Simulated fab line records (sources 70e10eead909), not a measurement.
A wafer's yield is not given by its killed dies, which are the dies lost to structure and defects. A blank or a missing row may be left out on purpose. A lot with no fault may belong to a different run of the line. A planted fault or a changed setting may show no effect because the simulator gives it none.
Chamber matching ; flow nand_harc ; cmp-02 running NHARC_THIN_TSV_CMP_21: 4 sister chambers
The step polishes, t overpolish 30 s, target thk 2000 nm. 4 wafers are shown with their chamber, then 8 later ones without.

WAFERS PAIRED WITH THEIR CHAMBERS
wafer;chamber;motor_current_A (A)
L950.4;0;10.6
L960.4;3;11.0
L960.5;2;13.5
L964.2;1;11.2

WAFERS WITH NO CHAMBER GIVEN
wafer;motor_current_A (A)
L964.5;10.9
L964.6;10.3
L970.3;13.8
L970.4;10.5
L970.5;11.1
L972.3;13.3
L972.5;10.9
L972.6;9.5

CHAMBER TAKEN BY EACH
wafer;from the rows above;in truth
L964.5;can't be placed: 3 or 1 or 0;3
L964.6;can't be placed: 0 or 3 or 1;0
L970.3;2;2
L970.4;can't be placed: 0 or 3 or 1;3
L970.5;can't be placed: 1 or 3 or 0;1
L972.3;2;2
L972.5;can't be placed: 3 or 1 or 0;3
L972.6;can't be placed: 0 or 3 or 1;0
2 of 8 placed correctly. Can't be placed from these rows: 6 (the true chamber is among the candidates in 6). Placed wrongly: 0.
How it was worked out, from the rows above alone: a wafer's distance from a chamber is the root of the sum, over the readings, of the square of ((its reading less the chamber's mean) divided by the reading's scatter). If the next closest chamber is less than 2 further off than the closest, the wafer can't be placed; otherwise it belongs to the closest. A chamber's mean is the mean of its shown wafers. The scatter: root of mean squared gap, hidden wafer to nearest shown wafer, with one shown wafer a chamber.
